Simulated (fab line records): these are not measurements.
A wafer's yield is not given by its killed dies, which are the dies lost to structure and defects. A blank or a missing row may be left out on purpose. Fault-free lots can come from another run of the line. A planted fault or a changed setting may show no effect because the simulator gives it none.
Chamber matching :: flow nand harc :: NHARC_A_STAIRCASE_TRIM_12 on rie diel-08: 4 sister chambers
The step chemistry O2, time 211.2 s. 8 wafers are shown with their chamber, then 8 later ones without.

== EACH WAFER AND ITS CHAMBER ==
wafer: L082.5
chamber: 1
showerhead plenum p Torr (Torr): 3.33
drypump motor current A (A): 6.5

wafer: L084.3
chamber: 2
showerhead plenum p Torr (Torr): 3.79
drypump motor current A (A): 5.6

wafer: L086.1
chamber: 1
showerhead plenum p Torr (Torr): 3.32
drypump motor current A (A): 6.5

wafer: L086.6
chamber: 0
showerhead plenum p Torr (Torr): 3.57
drypump motor current A (A): 5.3

wafer: L090.3
chamber: 0
showerhead plenum p Torr (Torr): 3.57
drypump motor current A (A): 5.3

wafer: L090.5
chamber: 3
showerhead plenum p Torr (Torr): 3.57
drypump motor current A (A): 6.4

wafer: L090.6
chamber: 2
showerhead plenum p Torr (Torr): 3.79
drypump motor current A (A): 5.6

wafer: L091.1
chamber: 3
showerhead plenum p Torr (Torr): 3.57
drypump motor current A (A): 6.5

== WAFERS WHOSE CHAMBER IS MISSING ==
wafer: L091.3
showerhead plenum p Torr (Torr): 3.78
drypump motor current A (A): 5.6

wafer: L091.4
showerhead plenum p Torr (Torr): 3.31
drypump motor current A (A): 6.6

wafer: L092.2
showerhead plenum p Torr (Torr): 3.56
drypump motor current A (A): 5.3

wafer: L092.3
showerhead plenum p Torr (Torr): 3.57
drypump motor current A (A): 6.5

wafer: L092.6
showerhead plenum p Torr (Torr): 3.31
drypump motor current A (A): 6.6

wafer: L096.3
showerhead plenum p Torr (Torr): 3.56
drypump motor current A (A): 6.5

wafer: L096.4
showerhead plenum p Torr (Torr): 3.77
drypump motor current A (A): 5.6

wafer: L096.6
showerhead plenum p Torr (Torr): 3.77
drypump motor current A (A): 5.6

== WHICH CHAMBER EACH ONE RAN IN ==
wafer: L091.3
from the rows above: 2
in truth: 2

wafer: L091.4
from the rows above: 1
in truth: 1

wafer: L092.2
from the rows above: 0
in truth: 0

wafer: L092.3
from the rows above: 3
in truth: 3

wafer: L092.6
from the rows above: 1
in truth: 1

wafer: L096.3
from the rows above: 3
in truth: 3

wafer: L096.4
from the rows above: 2
in truth: 2

wafer: L096.6
from the rows above: 2
in truth: 2
Correct placement for 8 of the 8. Left unplaced by these rows: 0. Placed wrongly: 0.
How it was worked out, from the rows above alone: a wafer's distance from a chamber is the root of the sum, over the readings, of the square of ((its reading less the chamber's mean) divided by the reading's scatter). If the next closest chamber is less than 2 further off than the closest, the wafer can't be placed; otherwise it belongs to the closest. The mean given for a chamber averages the wafers shown for that chamber. The scatter: the root of (the sum of the squares of (reading less its chamber's mean) over the shown wafers, divided by (wafers less chambers)).
